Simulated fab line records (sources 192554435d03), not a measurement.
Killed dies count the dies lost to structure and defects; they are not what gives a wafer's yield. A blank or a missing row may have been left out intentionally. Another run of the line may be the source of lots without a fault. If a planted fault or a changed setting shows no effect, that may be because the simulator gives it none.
The tool behind it: which one? :: flow n5 finfet :: 72 wafers from 24 lots sampled at 4 of the route's 1938 steps

== WHAT THE GAUGES SHOWED, per wafer ==
N5_BEOL_M8_CD_MEAS_35 targets a cd of 40 nm.
lot: L074
measured: day 11 04:11
on: cd sem-02
cd nm (nm): 40.4 39.5 40.3

lot: L076
measured: day 11 19:58
on: cd sem-03
cd nm (nm): 41.3 39.9 39.7

lot: L077
measured: day 12 07:50
on: cd sem-02
cd nm (nm): 39.8 38.5 39.4

lot: L075
measured: day 12 12:29
on: cd sem-03
cd nm (nm): 39.7 39.0 39.8

lot: L078
measured: day 12 16:53
on: cd sem-03
cd nm (nm): 40.5 40.0 40.2

lot: L079
measured: day 12 22:40
on: cd sem-02
cd nm (nm): 40.0 40.5 40.9

lot: L080
measured: day 13 11:21
on: cd sem-03
cd nm (nm): 39.8 40.2 40.1

lot: L081
measured: day 13 19:19
on: cd sem-02
cd nm (nm): 40.7 39.1 39.8

lot: L082
measured: day 13 23:27
on: cd sem-02
cd nm (nm): 38.5 38.6 40.1

lot: L084
measured: day 13 23:16
on: cd sem-02
cd nm (nm): 39.6 39.3 39.5

lot: L083
measured: day 14 03:42
on: cd sem-01
cd nm (nm): 39.7 39.6 39.3

lot: L085
measured: day 14 09:44
on: cd sem-01
cd nm (nm): 39.6 40.8 41.1

lot: L087
measured: day 14 09:55
on: cd sem-02
cd nm (nm): 39.9 39.7 40.9

lot: L086
measured: day 15 04:56
on: cd sem-03
cd nm (nm): 39.6 40.2 40.2

lot: L090
measured: day 15 13:11
on: cd sem-02
cd nm (nm): 38.6 40.8 39.4

lot: L089
measured: day 15 13:56
on: cd sem-01
cd nm (nm): 39.5 39.8 39.2

lot: L088
measured: day 15 21:01
on: cd sem-03
cd nm (nm): 38.3 39.7 39.7

lot: L092
measured: day 16 09:39
on: cd sem-02
cd nm (nm): 39.3 40.2 40.1

lot: L091
measured: day 16 11:02
on: cd sem-02
cd nm (nm): 39.2 40.6 40.0

lot: L093
measured: day 16 18:28
on: cd sem-02
cd nm (nm): 39.6 39.2 39.9

lot: L094
measured: day 16 23:15
on: cd sem-01
cd nm (nm): 39.8 39.9 39.9

lot: L095
measured: day 16 23:18
on: cd sem-01
cd nm (nm): 40.0 40.4 40.9

lot: L096
measured: day 16 23:40
on: cd sem-01
cd nm (nm): 39.0 39.1 39.7

lot: L097
measured: day 17 10:52
on: cd sem-03
cd nm (nm): 40.3 39.7 39.2

== EACH LOT AND THE TOOL THAT RAN IT (in order: tool; ch and the chambers of the sampled wafers; start) ==
lot: L074
N5_BEOL_M7_SURFACE_TREAT_79: pvd sputter-01, day 10 21:59
N5_BEOL_M7_DEP_56: pecvd-04 ch 1,2, day 10 23:13
N5_BEOL_M8_VIA_ETCH_34: rie diel-04 ch 0,2, day 11 03:46

lot: L076
N5_BEOL_M7_SURFACE_TREAT_79: pvd sputter-02, day 11 11:23
N5_BEOL_M7_DEP_56: pecvd-04 ch 1,2, day 11 13:12
N5_BEOL_M8_VIA_ETCH_34: rie diel-03 ch 2,3, day 11 19:27

lot: L077
N5_BEOL_M7_SURFACE_TREAT_79: pvd sputter-02, day 12 01:30
N5_BEOL_M7_DEP_56: pecvd-04 ch 0,2, day 12 02:49
N5_BEOL_M8_VIA_ETCH_34: rie diel-04 ch 1,2,3, day 12 07:26

lot: L075
N5_BEOL_M7_SURFACE_TREAT_79: pvd sputter-03, day 12 05:25
N5_BEOL_M7_DEP_56: pecvd-01 ch 0,2, day 12 06:34
N5_BEOL_M8_VIA_ETCH_34: rie diel-01 ch 0,3, day 12 12:05

lot: L078
N5_BEOL_M7_SURFACE_TREAT_79: pvd sputter-03, day 12 08:59
N5_BEOL_M7_DEP_56: pecvd-04 ch 0,1,2, day 12 10:39
N5_BEOL_M8_VIA_ETCH_34: rie diel-04 ch 0,1,3, day 12 16:29

lot: L079
N5_BEOL_M7_SURFACE_TREAT_79: pvd sputter-02, day 12 13:16
N5_BEOL_M7_DEP_56: pecvd-02 ch 2, day 12 14:25
N5_BEOL_M8_VIA_ETCH_34: rie diel-04 ch 0,1,2, day 12 22:16

lot: L080
N5_BEOL_M7_SURFACE_TREAT_79: pvd sputter-02, day 13 03:53
N5_BEOL_M7_DEP_56: pecvd-02 ch 0,1,2, day 13 05:46
N5_BEOL_M8_VIA_ETCH_34: rie diel-01 ch 0,2, day 13 10:57

lot: L081
N5_BEOL_M7_SURFACE_TREAT_79: pvd sputter-01, day 13 12:20
N5_BEOL_M7_DEP_56: pecvd-04 ch 1,2, day 13 13:35
N5_BEOL_M8_VIA_ETCH_34: rie diel-01 ch 0,1,2, day 13 18:54

lot: L082
N5_BEOL_M7_SURFACE_TREAT_79: pvd sputter-02, day 13 16:21
N5_BEOL_M7_DEP_56: pecvd-01 ch 0,1,2, day 13 17:30
N5_BEOL_M8_VIA_ETCH_34: rie diel-01 ch 1,3, day 13 23:02

lot: L084
N5_BEOL_M7_SURFACE_TREAT_79: pvd sputter-03, day 13 16:50
N5_BEOL_M7_DEP_56: pecvd-01 ch 0,1, day 13 18:14
N5_BEOL_M8_VIA_ETCH_34: rie diel-03 ch 0,1,2, day 13 22:52

lot: L083
N5_BEOL_M7_SURFACE_TREAT_79: pvd sputter-01, day 13 20:31
N5_BEOL_M7_DEP_56: pecvd-01 ch 0,1,2, day 13 22:03
N5_BEOL_M8_VIA_ETCH_34: rie diel-03 ch 1,2, day 14 03:17

lot: L085
N5_BEOL_M7_SURFACE_TREAT_79: pvd sputter-01, day 14 04:27
N5_BEOL_M7_DEP_56: pecvd-02 ch 0,1, day 14 05:31
N5_BEOL_M8_VIA_ETCH_34: rie diel-01 ch 0,1,2, day 14 09:19

lot: L087
N5_BEOL_M7_SURFACE_TREAT_79: pvd sputter-02, day 14 04:57
N5_BEOL_M7_DEP_56: pecvd-04 ch 0,1,2, day 14 06:04
N5_BEOL_M8_VIA_ETCH_34: rie diel-03 ch 1,2, day 14 09:30

lot: L086
N5_BEOL_M7_SURFACE_TREAT_79: pvd sputter-03, day 14 23:32
N5_BEOL_M7_DEP_56: pecvd-04 ch 0,1, day 15 00:48
N5_BEOL_M8_VIA_ETCH_34: rie diel-04 ch 0,2,3, day 15 04:24

lot: L090
N5_BEOL_M7_SURFACE_TREAT_79: pvd sputter-03, day 15 03:17
N5_BEOL_M7_DEP_56: pecvd-01 ch 0,1,2, day 15 04:21
N5_BEOL_M8_VIA_ETCH_34: rie diel-03 ch 1,3, day 15 12:46

lot: L089
N5_BEOL_M7_SURFACE_TREAT_79: pvd sputter-03, day 15 03:27
N5_BEOL_M7_DEP_56: pecvd-02 ch 0,2, day 15 04:50
N5_BEOL_M8_VIA_ETCH_34: rie diel-04 ch 0,3, day 15 13:32

lot: L088
N5_BEOL_M7_SURFACE_TREAT_79: pvd sputter-01, day 15 13:24
N5_BEOL_M7_DEP_56: pecvd-04 ch 0,1, day 15 14:50
N5_BEOL_M8_VIA_ETCH_34: rie diel-04 ch 1,3, day 15 20:37

lot: L092
N5_BEOL_M7_SURFACE_TREAT_79: pvd sputter-03, day 16 02:55
N5_BEOL_M7_DEP_56: pecvd-01 ch 1,2, day 16 04:12
N5_BEOL_M8_VIA_ETCH_34: rie diel-01 ch 0,1,2, day 16 09:07

lot: L091
N5_BEOL_M7_SURFACE_TREAT_79: pvd sputter-01, day 16 03:14
N5_BEOL_M7_DEP_56: pecvd-04 ch 0,2, day 16 04:38
N5_BEOL_M8_VIA_ETCH_34: rie diel-03 ch 1,2, day 16 10:30

lot: L093
N5_BEOL_M7_SURFACE_TREAT_79: pvd sputter-01, day 16 10:14
N5_BEOL_M7_DEP_56: pecvd-04 ch 0,1,2, day 16 11:42
N5_BEOL_M8_VIA_ETCH_34: rie diel-04 ch 1,2,3, day 16 18:04

lot: L094
N5_BEOL_M7_SURFACE_TREAT_79: pvd sputter-03, day 16 14:34
N5_BEOL_M7_DEP_56: pecvd-01 ch 0,2, day 16 15:55
N5_BEOL_M8_VIA_ETCH_34: rie diel-01 ch 0,3, day 16 22:51

lot: L095
N5_BEOL_M7_SURFACE_TREAT_79: pvd sputter-02, day 16 14:45
N5_BEOL_M7_DEP_56: pecvd-02 ch 0,2, day 16 16:04
N5_BEOL_M8_VIA_ETCH_34: rie diel-03 ch 0,1,3, day 16 22:53

lot: L096
N5_BEOL_M7_SURFACE_TREAT_79: pvd sputter-01, day 16 15:46
N5_BEOL_M7_DEP_56: pecvd-04 ch 0,1,2, day 16 17:07
N5_BEOL_M8_VIA_ETCH_34: rie diel-01 ch 0,2,3, day 16 23:15

lot: L097
N5_BEOL_M7_SURFACE_TREAT_79: pvd sputter-03, day 17 00:49
N5_BEOL_M7_DEP_56: pecvd-02 ch 2, day 17 02:29
N5_BEOL_M8_VIA_ETCH_34: rie diel-04 ch 1,2,3, day 17 10:28
- N5_BEOL_M7_SURFACE_TREAT_79
- N5_BEOL_M7_DEP_56: deposits SiCN from 3MS/NH3, target thk 10 nm, time 17.5 s.
- N5_BEOL_M8_VIA_ETCH_34: etches SiCOH lowk in C4F6/O2, target depth 125.5 nm, time 50.5 s.

== AS READ BY THE TOOLS THEMSELVES (means over the sampled wafers that have a number; for cases with no such wafer, the mark the record gives instead) ==
N5_BEOL_M7_DEP_56.
lot: L074
tool: pecvd-04
showerhead plenum p Torr (Torr): 3.656
throttle valve pct (%): 8.6

lot: L076
tool: pecvd-04
showerhead plenum p Torr (Torr): 3.650
throttle valve pct (%): 8.8

lot: L077
tool: pecvd-04
showerhead plenum p Torr (Torr): 3.683
throttle valve pct (%): 9.0

lot: L075
tool: pecvd-01
showerhead plenum p Torr (Torr): 3.671
throttle valve pct (%): 8.3

lot: L078
tool: pecvd-04
showerhead plenum p Torr (Torr): 3.672
throttle valve pct (%): 9.0

lot: L079
tool: pecvd-02
showerhead plenum p Torr (Torr): 3.677
throttle valve pct (%): 9.3

lot: L080
tool: pecvd-02
showerhead plenum p Torr (Torr): 3.667
throttle valve pct (%): 9.1

lot: L081
tool: pecvd-04
showerhead plenum p Torr (Torr): 3.647
throttle valve pct (%): 8.6

lot: L082
tool: pecvd-01
showerhead plenum p Torr (Torr): 3.679
throttle valve pct (%): 9.0

lot: L084
tool: pecvd-01
showerhead plenum p Torr (Torr): 3.688
throttle valve pct (%): 9.5

lot: L083
tool: pecvd-01
showerhead plenum p Torr (Torr): 3.681
throttle valve pct (%): 9.0

lot: L085
tool: pecvd-02
showerhead plenum p Torr (Torr): 3.664
throttle valve pct (%): 9.1

lot: L087
tool: pecvd-04
showerhead plenum p Torr (Torr): 3.666
throttle valve pct (%): 9.0

lot: L086
tool: pecvd-04
showerhead plenum p Torr (Torr): 3.651
throttle valve pct (%): 9.0

lot: L090
tool: pecvd-01
showerhead plenum p Torr (Torr): 3.683
throttle valve pct (%): 9.0

lot: L089
tool: pecvd-02
showerhead plenum p Torr (Torr): 3.671
throttle valve pct (%): 9.4

lot: L088
tool: pecvd-04
showerhead plenum p Torr (Torr): 3.658
throttle valve pct (%): 9.0

lot: L092
tool: pecvd-01
showerhead plenum p Torr (Torr): 3.695
throttle valve pct (%): 9.4

lot: L091
tool: pecvd-04
showerhead plenum p Torr (Torr): 3.679
throttle valve pct (%): 9.1

lot: L093
tool: pecvd-04
showerhead plenum p Torr (Torr): 3.663
throttle valve pct (%): 9.0

lot: L094
tool: pecvd-01
showerhead plenum p Torr (Torr): 3.670
throttle valve pct (%): 8.5

lot: L095
tool: pecvd-02
showerhead plenum p Torr (Torr): 3.673
throttle valve pct (%): 9.3

lot: L096
tool: pecvd-04
showerhead plenum p Torr (Torr): 3.673
throttle valve pct (%): 9.0

lot: L097
tool: pecvd-02
showerhead plenum p Torr (Torr): 3.675
throttle valve pct (%): 9.3

N5_BEOL_M8_VIA_ETCH_34.
lot: L074
tool: rie diel-04
drypump motor current A (A): 5.7
oes_f_703_au (a.u.): 0.71
oes product au (a.u.): 0.71
rf vpp V (V): 678
showerhead plenum p Torr (Torr): 2.76
throttle valve pct (%): 21.2

lot: L076
tool: rie diel-03
drypump motor current A (A): 6.1
oes_f_703_au (a.u.): 0.72
oes product au (a.u.): 0.71
rf vpp V (V): 666
showerhead plenum p Torr (Torr): 2.85
throttle valve pct (%): 20.8

lot: L077
tool: rie diel-04
drypump motor current A (A): 5.7
oes_f_703_au (a.u.): 0.80
oes product au (a.u.): 0.83
rf vpp V (V): 690
showerhead plenum p Torr (Torr): 2.88
throttle valve pct (%): 20.7

lot: L075
tool: rie diel-01
drypump motor current A (A): 6.3
oes_f_703_au (a.u.): 0.74
oes product au (a.u.): 0.74
rf vpp V (V): 655
showerhead plenum p Torr (Torr): 2.88
throttle valve pct (%): 21.1

lot: L078
tool: rie diel-04
drypump motor current A (A): 5.9
oes_f_703_au (a.u.): 0.81
oes product au (a.u.): 0.83
rf vpp V (V): 681
showerhead plenum p Torr (Torr): 2.92
throttle valve pct (%): 20.8

lot: L079
tool: rie diel-04
drypump motor current A (A): 6.0
oes_f_703_au (a.u.): 0.74
oes product au (a.u.): 0.75
rf vpp V (V): 676
showerhead plenum p Torr (Torr): 2.81
throttle valve pct (%): 21.1

lot: L080
tool: rie diel-01
drypump motor current A (A): 6.5
oes_f_703_au (a.u.): 0.70
oes product au (a.u.): 0.69
rf vpp V (V): 654
showerhead plenum p Torr (Torr): 2.86
throttle valve pct (%): 21.3

lot: L081
tool: rie diel-01
drypump motor current A (A): 6.3
oes_f_703_au (a.u.): 0.75
oes product au (a.u.): 0.74
rf vpp V (V): 662
showerhead plenum p Torr (Torr): 2.79
throttle valve pct (%): 21.2

lot: L082
tool: rie diel-01
drypump motor current A (A): 5.9
oes_f_703_au (a.u.): 0.83
oes product au (a.u.): 0.85
rf vpp V (V): 666
showerhead plenum p Torr (Torr): 2.76
throttle valve pct (%): 20.7

lot: L084
tool: rie diel-03
drypump motor current A (A): 5.4
oes_f_703_au (a.u.): 0.84
oes product au (a.u.): 0.84
rf vpp V (V): 672
showerhead plenum p Torr (Torr): 2.89
throttle valve pct (%): 20.6

lot: L083
tool: rie diel-03
drypump motor current A (A): 5.2
oes_f_703_au (a.u.): 0.83
oes product au (a.u.): 0.82
rf vpp V (V): 669
showerhead plenum p Torr (Torr): 2.84
throttle valve pct (%): 20.6

lot: L085
tool: rie diel-01
drypump motor current A (A): 6.2
oes_f_703_au (a.u.): 0.74
oes product au (a.u.): 0.73
rf vpp V (V): 661
showerhead plenum p Torr (Torr): 2.79
throttle valve pct (%): 21.2

lot: L087
tool: rie diel-03
drypump motor current A (A): 5.2
oes_f_703_au (a.u.): 0.82
oes product au (a.u.): 0.82
rf vpp V (V): 669
showerhead plenum p Torr (Torr): 2.84
throttle valve pct (%): 20.5

lot: L086
tool: rie diel-04
drypump motor current A (A): 5.6
oes_f_703_au (a.u.): 0.75
oes product au (a.u.): 0.75
rf vpp V (V): 682
showerhead plenum p Torr (Torr): 2.84
throttle valve pct (%): 21.0

lot: L090
tool: rie diel-03
drypump motor current A (A): 5.6
oes_f_703_au (a.u.): 0.88
oes product au (a.u.): 0.88
rf vpp V (V): 667
showerhead plenum p Torr (Torr): 2.89
throttle valve pct (%): 20.5

lot: L089
tool: rie diel-04
drypump motor current A (A): 5.7
oes_f_703_au (a.u.): 0.76
oes product au (a.u.): 0.75
rf vpp V (V): 672
showerhead plenum p Torr (Torr): 2.89
throttle valve pct (%): 21.1

lot: L088
tool: rie diel-04
drypump motor current A (A): 5.6
oes_f_703_au (a.u.): 0.81
oes product au (a.u.): 0.84
rf vpp V (V): 694
showerhead plenum p Torr (Torr): 2.97
throttle valve pct (%): 20.5

lot: L092
tool: rie diel-01
drypump motor current A (A): 6.2
oes_f_703_au (a.u.): 0.83
oes product au (a.u.): 0.84
rf vpp V (V): 661
showerhead plenum p Torr (Torr): 2.78
throttle valve pct (%): 21.0

lot: L091
tool: rie diel-03
drypump motor current A (A): 5.2
oes_f_703_au (a.u.): 0.80
oes product au (a.u.): 0.80
rf vpp V (V): 669
showerhead plenum p Torr (Torr): 2.83
throttle valve pct (%): 20.6

lot: L093
tool: rie diel-04
drypump motor current A (A): 5.7
oes_f_703_au (a.u.): 0.84
oes product au (a.u.): 0.87
rf vpp V (V): 693
showerhead plenum p Torr (Torr): 2.98
throttle valve pct (%): 20.7

lot: L094
tool: rie diel-01
drypump motor current A (A): 6.2
oes_f_703_au (a.u.): 0.91
oes product au (a.u.): 0.92
rf vpp V (V): 656
showerhead plenum p Torr (Torr): 2.87
throttle valve pct (%): 20.8

lot: L095
tool: rie diel-03
drypump motor current A (A): 5.8
oes_f_703_au (a.u.): 0.87
oes product au (a.u.): 0.86
rf vpp V (V): 669
showerhead plenum p Torr (Torr): 2.93
throttle valve pct (%): 20.5

lot: L096
tool: rie diel-01
drypump motor current A (A): 6.3
oes_f_703_au (a.u.): 0.83
oes product au (a.u.): 0.83
rf vpp V (V): 658
showerhead plenum p Torr (Torr): 2.79
throttle valve pct (%): 20.9

lot: L097
tool: rie diel-04
drypump motor current A (A): 5.7
oes_f_703_au (a.u.): 0.83
oes product au (a.u.): 0.86
rf vpp V (V): 692
showerhead plenum p Torr (Torr): 2.97
throttle valve pct (%): 20.7

== THE ANSWER, worked out from the rows above alone ==
Rule: what is usual is taken from the lots themselves. Put in order of their means at a reading, lots are off if they are a third of the lots or fewer, leave a main group of 4 or more, and stand apart from it by a gap of 3 or more times the standard deviation of the main group's means; of several such gaps the widest counts. A main group is skipped when, at the precision printed for the reading in the tables above, its means are all equal. Also off: a lot with no number at a reading for which 4 or more lots have one. Where the step has rows for the other lots, those lots are counted as sound. After the gauges, taken in route order, come the tools' own readings; for these a lot's mean is taken, as printed above. At the first step where some lot is off, the reading lying furthest off is the one used; lots without a number count as furthest.
No lot is off at any reading shown: from this, nothing can be told.

== WHAT WAS PUT IN BY THE SIMULATOR ==
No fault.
